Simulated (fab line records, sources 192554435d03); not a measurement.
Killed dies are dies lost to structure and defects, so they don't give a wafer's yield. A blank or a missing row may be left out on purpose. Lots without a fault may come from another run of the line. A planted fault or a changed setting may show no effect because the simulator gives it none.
Which tool did it? | flow n5_finfet | 24 lots, 72 wafers sampled, at 6 steps of a route of 1938

WHAT THE GAUGES READ, wafer by wafer
N5_BEOL_M5_RS_MEAS_57: measures by four-point-probe. Usual: M5_RS 0.392 ohm/sq, standard deviation 0.012.
lot  | measured     | on            | M5_RS (ohm/sq)    | flag
L074 | day 9 14:44  | film_metro-01 | 0.386 0.388 0.373 |
L076 | day 10 01:28 | film_metro-02 | 0.394 0.406 0.391 |
L075 | day 10 02:31 | film_metro-02 | 0.371 0.377 0.369 |
L079 | day 10 20:04 | film_metro-01 | 0.385 0.391 0.395 |
L077 | day 10 20:52 | film_metro-02 | 0.421 0.423 0.401 |
L078 | day 11 02:17 | film_metro-02 | 0.396 0.401 0.393 |
L081 | day 11 03:10 | film_metro-02 | 0.401 0.400 0.393 |
L080 | day 11 08:24 | film_metro-02 | 0.371 0.392 0.396 |
L083 | day 11 21:14 | film_metro-02 | 0.392 0.400 0.406 |
L082 | day 12 07:13 | film_metro-01 | 0.395 0.391 0.391 |
L084 | day 12 13:37 | film_metro-02 | 0.394 0.379 0.395 |
L086 | day 12 22:15 | film_metro-01 | 0.388 0.388 0.399 |
L085 | day 12 22:07 | film_metro-01 | 0.404 0.405 0.409 |
L087 | day 13 04:02 | film_metro-01 | 0.396 0.398 0.404 |
L089 | day 13 04:31 | film_metro-01 | 0.382 0.372 0.377 |
L088 | day 13 20:47 | film_metro-02 | 0.383 0.372 0.374 |
L090 | day 13 23:50 | film_metro-02 | 0.372 0.378 0.378 |
L091 | day 14 00:16 | film_metro-01 | 0.389 0.389 0.379 |
L092 | day 14 06:58 | film_metro-02 | 0.387 0.377 0.386 |
L093 | day 14 09:24 | film_metro-01 | 0.392 0.379 0.388 |
L094 | day 14 19:31 | film_metro-01 | 0.404 0.400 0.394 |
L095 | day 15 16:53 | film_metro-02 | 0.397 0.385 0.389 |
L096 | day 15 21:55 | film_metro-02 | 0.390 0.404 0.409 |
L097 | day 16 02:59 | film_metro-01 | 0.402 0.417 0.418 |

WHICH TOOL RAN EACH LOT (tool, then ch and the chambers of the sampled wafers, then the start)
lot  | N5_BEOL_M5_DESCUM_33               | N5_BEOL_M5_STRIP_36                | N5_BEOL_M5_SURFACE_TREAT_87  | N5_BEOL_M5_SPUTTER_81        | N5_BEOL_M5_DEP_56
L074 | rie_diel-06 ch 1,3, day 9 07:14    | rie_diel-06 ch 1,3, day 9 07:28    | pvd_sputter-02, day 9 09:00  | pvd_sputter-01, day 9 10:25  | pecvd-04 ch 0,2, day 9 14:40
L076 | rie_diel-05 ch 0,2, day 9 08:56    | rie_diel-05 ch 0,2, day 9 09:10    | pvd_sputter-03, day 9 10:25  | pvd_sputter-02, day 9 13:10  | pecvd-02 ch 2, day 10 01:23
L075 | rie_diel-02 ch 1,3, day 9 19:28    | rie_diel-02 ch 1,3, day 9 19:41    | pvd_sputter-03, day 9 20:49  | pvd_sputter-03, day 9 22:11  | pecvd-02 ch 0,1, day 10 02:26
L079 | rie_diel-02 ch 0,1,2, day 10 12:44 | rie_diel-02 ch 0,1,2, day 10 12:58 | pvd_sputter-02, day 10 14:22 | pvd_sputter-01, day 10 15:44 | pecvd-02 ch 0,1,2, day 10 20:00
L077 | rie_diel-05 ch 2,3, day 10 12:55   | rie_diel-05 ch 2,3, day 10 13:08   | pvd_sputter-03, day 10 14:49 | pvd_sputter-03, day 10 16:23 | pecvd-02 ch 0,1,2, day 10 20:48
L078 | rie_diel-06 ch 0,1,3, day 10 19:07 | rie_diel-06 ch 0,1,3, day 10 19:21 | pvd_sputter-02, day 10 20:29 | pvd_sputter-03, day 10 21:58 | pecvd-04 ch 0,1, day 11 02:13
L081 | rie_diel-05 ch 0,2,3, day 10 19:10 | rie_diel-05 ch 0,2,3, day 10 19:23 | pvd_sputter-01, day 10 20:36 | pvd_sputter-01, day 10 22:13 | pecvd-04 ch 1,2, day 11 03:05
L080 | rie_diel-06 ch 0,1,3, day 11 00:53 | rie_diel-06 ch 0,1,3, day 11 01:07 | pvd_sputter-01, day 11 02:27 | pvd_sputter-02, day 11 04:01 | pecvd-02 ch 1,2, day 11 08:20
L083 | rie_diel-05 ch 0,3, day 11 11:50   | rie_diel-05 ch 0,3, day 11 12:04   | pvd_sputter-03, day 11 14:46 | pvd_sputter-03, day 11 16:13 | pecvd-04 ch 1,2, day 11 21:09
L082 | rie_diel-06 ch 0,3, day 11 19:00   | rie_diel-06 ch 0,3, day 11 19:14   | pvd_sputter-03, day 11 20:52 | pvd_sputter-03, day 11 23:57 | pecvd-02 ch 0,1,2, day 12 07:08
L084 | rie_diel-06 ch 0,3, day 12 03:39   | rie_diel-06 ch 0,3, day 12 03:53   | pvd_sputter-01, day 12 05:17 | pvd_sputter-03, day 12 07:02 | pecvd-02 ch 0,1,2, day 12 13:33
L086 | rie_diel-05 ch 0,2,3, day 12 10:09 | rie_diel-05 ch 0,2,3, day 12 10:23 | pvd_sputter-02, day 12 11:56 | pvd_sputter-02, day 12 15:34 | pecvd-03 ch 0,1, day 12 22:10
L085 | rie_diel-06 ch 1,2,3, day 12 10:17 | rie_diel-06 ch 1,2,3, day 12 10:31 | pvd_sputter-01, day 12 11:47 | pvd_sputter-01, day 12 15:07 | pecvd-02 ch 0,2, day 12 22:03
L087 | rie_diel-05 ch 0,2,3, day 12 18:25 | rie_diel-05 ch 0,2,3, day 12 18:38 | pvd_sputter-02, day 12 20:07 | pvd_sputter-03, day 12 22:44 | pecvd-03 ch 0,1,2, day 13 03:58
L089 | rie_diel-02 ch 1,2,3, day 12 18:28 | rie_diel-02 ch 1,2,3, day 12 18:41 | pvd_sputter-03, day 12 20:08 | pvd_sputter-02, day 12 22:57 | pecvd-02 ch 1,2, day 13 04:27
L088 | rie_diel-06 ch 1,2, day 13 12:49   | rie_diel-06 ch 1,2, day 13 13:03   | pvd_sputter-02, day 13 15:07 | pvd_sputter-02, day 13 16:29 | pecvd-02 ch 0,1, day 13 20:44
L090 | rie_diel-02 ch 0,1,3, day 13 15:54 | rie_diel-02 ch 0,1,3, day 13 16:07 | pvd_sputter-03, day 13 18:05 | pvd_sputter-03, day 13 19:28 | pecvd-02 ch 0,2, day 13 23:44
L091 | rie_diel-06 ch 0,1,2, day 13 16:21 | rie_diel-06 ch 0,1,2, day 13 16:35 | pvd_sputter-03, day 13 18:08 | pvd_sputter-01, day 13 19:38 | pecvd-04 ch 0,1, day 14 00:13
L092 | rie_diel-06 ch 0,2, day 13 22:02   | rie_diel-06 ch 0,2, day 13 22:15   | pvd_sputter-03, day 13 23:41 | pvd_sputter-03, day 14 02:38 | pecvd-04 ch 0,1,2, day 14 06:53
L093 | rie_diel-02 ch 0,2,3, day 14 01:41 | rie_diel-02 ch 0,2,3, day 14 01:55 | pvd_sputter-02, day 14 03:35 | pvd_sputter-01, day 14 05:05 | pecvd-02 ch 1,2, day 14 09:20
L094 | rie_diel-05 ch 0,2,3, day 14 10:47 | rie_diel-05 ch 0,2,3, day 14 11:01 | pvd_sputter-02, day 14 13:46 | pvd_sputter-03, day 14 15:11 | pecvd-03 ch 0,1, day 14 19:26
L095 | rie_diel-06 ch 1,2, day 15 08:07   | rie_diel-06 ch 1,2, day 15 08:20   | pvd_sputter-03, day 15 10:08 | pvd_sputter-03, day 15 11:43 | pecvd-02 ch 0,1, day 15 16:49
L096 | rie_diel-05 ch 2,3, day 15 14:25   | rie_diel-05 ch 2,3, day 15 14:38   | pvd_sputter-03, day 15 16:09 | pvd_sputter-02, day 15 17:36 | pecvd-02 ch 0,1,2, day 15 21:51
L097 | rie_diel-05 ch 0,2,3, day 15 20:01 | rie_diel-05 ch 0,2,3, day 15 20:14 | pvd_sputter-03, day 15 21:21 | pvd_sputter-02, day 15 22:40 | pecvd-02 ch 0,2, day 16 02:55
- N5_BEOL_M5_DESCUM_33: chemistry O2, time 7 s.
- N5_BEOL_M5_STRIP_36: strips in N2/H2.
- N5_BEOL_M5_SURFACE_TREAT_87
- N5_BEOL_M5_SPUTTER_81: material Cu, target thk 15 nm, time 27.62 s.
- N5_BEOL_M5_DEP_56: deposits SiCN from 3MS/NH3, target thk 8 nm, time 14 s.

WHAT THE TOOLS THEMSELVES READ (means of the sampled wafers that have a number; where no wafer has one, the mark that the record gives instead)
N5_BEOL_M5_DESCUM_33. Usual: chamber_pressure_mTorr 20.001 mTorr, standard deviation 0.028; drypump_motor_current_A 5.7 A, standard deviation 0.5; oes_product_au 0.79 a.u., standard deviation 0.075; rf_fwd_power_W 49.43 W, standard deviation 0.22; rf_vpp_V 243.0 V, standard deviation 1.4; showerhead_plenum_p_Torr 2.09 Torr, standard deviation 0.068; throttle_valve_pct 20.33 %, standard deviation 0.18.
lot  | tool        | chamber_pressure_mTorr (mTorr) | drypump_motor_current_A (A) | oes_product_au (a.u.) | rf_fwd_power_W (W) | rf_vpp_V (V) | showerhead_plenum_p_Torr (Torr) | throttle_valve_pct (%) | flag
L074 | rie_diel-06 | 20.000                         | 5.6                         | 0.80                  | 49.50              | 241.9        | 2.03                            | 20.55                  |
L076 | rie_diel-05 | 20.001                         | 5.1                         | 0.80                  | 49.50              | 244.7        | 2.13                            | 20.23                  |
L075 | rie_diel-02 | 19.989                         | 5.8                         | 0.85                  | 49.80              | 244.9        | 2.16                            | 20.29                  |
L079 | rie_diel-02 | 19.996                         | 6.1                         | 0.83                  | 49.41              | 244.2        | 2.16                            | 20.33                  |
L077 | rie_diel-05 | 20.009                         | 5.5                         | 0.84                  | 49.70              | 243.1        | 2.09                            | 20.22                  |
L078 | rie_diel-06 | 20.019                         | 5.7                         | 0.76                  | 49.37              | 241.2        | 2.04                            | 20.45                  |
L081 | rie_diel-05 | 20.002                         | 5.4                         | 0.79                  | 49.24              | 243.2        | 2.13                            | 20.23                  |
L080 | rie_diel-06 | 19.993                         | 5.7                         | 0.76                  | 49.46              | 242.1        | 2.04                            | 20.44                  |
L083 | rie_diel-05 | 19.997                         | 5.5                         | 0.74                  | 49.29              | 244.5        | 2.18                            | 20.23                  |
L082 | rie_diel-06 | 20.006                         | 5.9                         | 0.75                  | 49.18              | 242.4        | 2.03                            | 20.53                  |
L084 | rie_diel-06 | 19.997                         | 5.9                         | 0.74                  | 49.27              | 240.7        | 2.03                            | 20.54                  |
L086 | rie_diel-05 | 20.015                         | 5.4                         | 0.78                  | 49.34              | 243.3        | 2.13                            | 20.24                  |
L085 | rie_diel-06 | 20.002                         | 5.9                         | 0.86                  | 49.42              | 241.4        | 2.04                            | 20.48                  |
L087 | rie_diel-05 | 20.010                         | 5.4                         | 0.77                  | 49.46              | 242.9        | 2.13                            | 20.25                  |
L089 | rie_diel-02 | 19.996                         | 5.7                         | 0.80                  | 49.60              | 243.5        | 2.12                            | 20.37                  |
L088 | rie_diel-06 | 19.988                         | 6.1                         | 0.90                  | 49.39              | 242.5        | 2.05                            | 20.39                  |
L090 | rie_diel-02 | 19.986                         | 5.7                         | 0.80                  | 49.49              | 244.4        | 2.11                            | 20.22                  |
L091 | rie_diel-06 | 19.981                         | 6.0                         | 0.90                  | 49.32              | 242.3        | 2.05                            | 20.24                  |
L092 | rie_diel-06 | 20.007                         | 6.4                         | 0.96                  | 49.35              | 242.8        | 2.06                            | 20.20                  |
L093 | rie_diel-02 | 19.997                         | 5.6                         | 0.78                  | 49.49              | 243.4        | 2.08                            | 20.27                  |
L094 | rie_diel-05 | 19.991                         | 5.4                         | 0.77                  | 49.52              | 243.6        | 2.12                            | 20.25                  |
L095 | rie_diel-06 | 19.998                         | 5.7                         | 0.81                  | 49.49              | 242.4        | 2.03                            | 20.45                  |
L096 | rie_diel-05 | 19.975                         | 5.6                         | 0.76                  | 49.44              | 243.8        | 2.13                            | 20.25                  |
L097 | rie_diel-05 | 20.004                         | 5.4                         | 0.76                  | 49.42              | 243.3        | 2.12                            | 20.28                  |

N5_BEOL_M5_STRIP_36. Usual: chamber_pressure_mTorr 20.00 mTorr, standard deviation 0.034; drypump_motor_current_A 5.7 A, standard deviation 0.51; oes_product_au 0.79 a.u., standard deviation 0.074; rf_vpp_V 59.2 V, standard deviation 1.5; showerhead_plenum_p_Torr 2.53 Torr, standard deviation 0.081; throttle_valve_pct 23.47 %, standard deviation 0.23.
lot  | tool        | chamber_pressure_mTorr (mTorr) | drypump_motor_current_A (A) | oes_product_au (a.u.) | rf_vpp_V (V) | showerhead_plenum_p_Torr (Torr) | throttle_valve_pct (%) | flag
L074 | rie_diel-06 | 19.99                          | 5.6                         | 0.80                  | 57.7         | 2.45                            | 23.66                  |
L076 | rie_diel-05 | 19.98                          | 5.1                         | 0.80                  | 60.3         | 2.59                            | 23.39                  |
L075 | rie_diel-02 | 20.02                          | 5.8                         | 0.86                  | 58.2         | 2.62                            | 23.60                  |
L079 | rie_diel-02 | 20.00                          | 6.1                         | 0.83                  | 58.4         | 2.60                            | 23.49                  |
L077 | rie_diel-05 | 19.97                          | 5.5                         | 0.84                  | 59.8         | 2.54                            | 23.46                  |
L078 | rie_diel-06 | 20.01                          | 5.7                         | 0.76                  | 59.9         | 2.47                            | 23.63                  |
L081 | rie_diel-05 | 20.01                          | 5.4                         | 0.80                  | 58.8         | 2.59                            | 23.38                  |
L080 | rie_diel-06 | 20.00                          | 5.8                         | 0.76                  | 57.8         | 2.47                            | 23.63                  |
L083 | rie_diel-05 | 20.00                          | 5.5                         | 0.74                  | 60.2         | 2.64                            | 23.29                  |
L082 | rie_diel-06 | 19.98                          | 5.9                         | 0.75                  | 60.1         | 2.46                            | 23.73                  |
L084 | rie_diel-06 | 20.00                          | 5.9                         | 0.73                  | 58.6         | 2.46                            | 23.75                  |
L086 | rie_diel-05 | 20.01                          | 5.4                         | 0.78                  | 61.0         | 2.59                            | 23.38                  |
L085 | rie_diel-06 | 19.99                          | 5.9                         | 0.85                  | 59.1         | 2.46                            | 23.63                  |
L087 | rie_diel-05 | 19.96                          | 5.4                         | 0.77                  | 59.4         | 2.59                            | 23.38                  |
L089 | rie_diel-02 | 19.98                          | 5.7                         | 0.81                  | 60.1         | 2.57                            | 23.59                  |
L088 | rie_diel-06 | 19.99                          | 6.1                         | 0.89                  | 59.8         | 2.47                            | 23.54                  |
L090 | rie_diel-02 | 20.02                          | 5.6                         | 0.80                  | 58.9         | 2.56                            | 23.40                  |
L091 | rie_diel-06 | 19.99                          | 6.0                         | 0.90                  | 60.1         | 2.48                            | 23.47                  |
L092 | rie_diel-06 | 19.99                          | 6.5                         | 0.94                  | 58.9         | 2.49                            | 23.45                  |
L093 | rie_diel-02 | 20.00                          | 5.5                         | 0.78                  | 58.8         | 2.52                            | 23.37                  |
L094 | rie_diel-05 | 20.02                          | 5.4                         | 0.78                  | 60.4         | 2.58                            | 23.41                  |
L095 | rie_diel-06 | 20.00                          | 5.7                         | 0.82                  | 58.5         | 2.45                            | 23.56                  |
L096 | rie_diel-05 | 20.02                          | 5.6                         | 0.76                  | 59.3         | 2.58                            | 23.39                  |
L097 | rie_diel-05 | 19.97                          | 5.4                         | 0.75                  | 59.2         | 2.58                            | 23.43                  |

N5_BEOL_M5_SPUTTER_81. Usual: throttle_valve_pct 30.4 %, standard deviation 0.61.
lot  | tool           | throttle_valve_pct (%) | flag
L074 | pvd_sputter-01 | 30.7                   |
L076 | pvd_sputter-02 | 30.3                   |
L075 | pvd_sputter-03 | 30.1                   |
L079 | pvd_sputter-01 | 30.9                   |
L077 | pvd_sputter-03 | 30.3                   |
L078 | pvd_sputter-03 | 30.3                   |
L081 | pvd_sputter-01 | 31.2                   |
L080 | pvd_sputter-02 | 30.3                   |
L083 | pvd_sputter-03 | 30.2                   |
L082 | pvd_sputter-03 | 29.9                   |
L084 | pvd_sputter-03 | 30.4                   |
L086 | pvd_sputter-02 | 30.2                   |
L085 | pvd_sputter-01 | 31.3                   |
L087 | pvd_sputter-03 | 30.3                   |
L089 | pvd_sputter-02 | 30.0                   |
L088 | pvd_sputter-02 | 30.6                   |
L090 | pvd_sputter-03 | 29.9                   |
L091 | pvd_sputter-01 | 31.0                   |
L092 | pvd_sputter-03 | 30.0                   |
L093 | pvd_sputter-01 | 31.3                   |
L094 | pvd_sputter-03 | 30.4                   |
L095 | pvd_sputter-03 | 30.5                   |
L096 | pvd_sputter-02 | 30.2                   |
L097 | pvd_sputter-02 | 30.0                   |

N5_BEOL_M5_DEP_56. Usual: rf_fwd_power_W 199.3 W, standard deviation 1.3; showerhead_plenum_p_Torr 3.664 Torr, standard deviation 0.01; throttle_valve_pct 9.00 %, standard deviation 0.28.
lot  | tool     | rf_fwd_power_W (W) | showerhead_plenum_p_Torr (Torr) | throttle_valve_pct (%) | flag
L074 | pecvd-04 | 199.9              | 3.665                           | 9.37                   |
L076 | pecvd-02 | 198.1              | 3.654                           | 9.06                   |
L075 | pecvd-02 | 200.0              | 3.665                           | 8.82                   |
L079 | pecvd-02 | 199.0              | 3.667                           | 8.86                   |
L077 | pecvd-02 | 198.0              | 3.664                           | 8.85                   |
L078 | pecvd-04 | 200.3              | 3.667                           | 8.79                   |
L081 | pecvd-04 | 198.8              | 3.662                           | 8.79                   |
L080 | pecvd-02 | 199.6              | 3.658                           | 8.86                   |
L083 | pecvd-04 | 200.3              | 3.662                           | 9.22                   |
L082 | pecvd-02 | 199.2              | 3.668                           | 8.85                   |
L084 | pecvd-02 | 199.0              | 3.669                           | 8.82                   |
L086 | pecvd-03 | 200.7              | 3.657                           | 9.18                   |
L085 | pecvd-02 | 198.2              | 3.668                           | 9.03                   |
L087 | pecvd-03 | 199.7              | 3.656                           | 9.04                   |
L089 | pecvd-02 | 198.7              | 3.657                           | 9.04                   |
L088 | pecvd-02 | 199.9              | 3.662                           | 8.99                   |
L090 | pecvd-02 | 199.1              | 3.667                           | 9.08                   |
L091 | pecvd-04 | 199.8              | 3.672                           | 9.04                   |
L092 | pecvd-04 | 199.8              | 3.664                           | 9.10                   |
L093 | pecvd-02 | 199.7              | 3.661                           | 9.10                   |
L094 | pecvd-03 | 200.0              | 3.657                           | 9.36                   |
L095 | pecvd-02 | 199.8              | 3.669                           | 8.67                   |
L096 | pecvd-02 | 199.1              | 3.662                           | 8.89                   |
L097 | pecvd-02 | 198.3              | 3.673                           | 8.92                   |

THE ANSWER, worked out from the rows above alone
Rule: a lot is off if the mean of its wafers that have a number lies more than 3 standard deviations from the usual mean. A lot without any number at a reading at which 4 lots or more have one is off too. The other lots that the step has rows for count as sound. The gauges are gone through in route order, then the tools' own readings, and for those a lot's mean is taken as printed above. The first step at which some lot is off is used, and at that step the reading that is off furthest; a lot without a number counts as furthest.
No lot is off at any reading shown: from this, nothing can be told.

WHAT THE SIMULATOR HAD PUT IN
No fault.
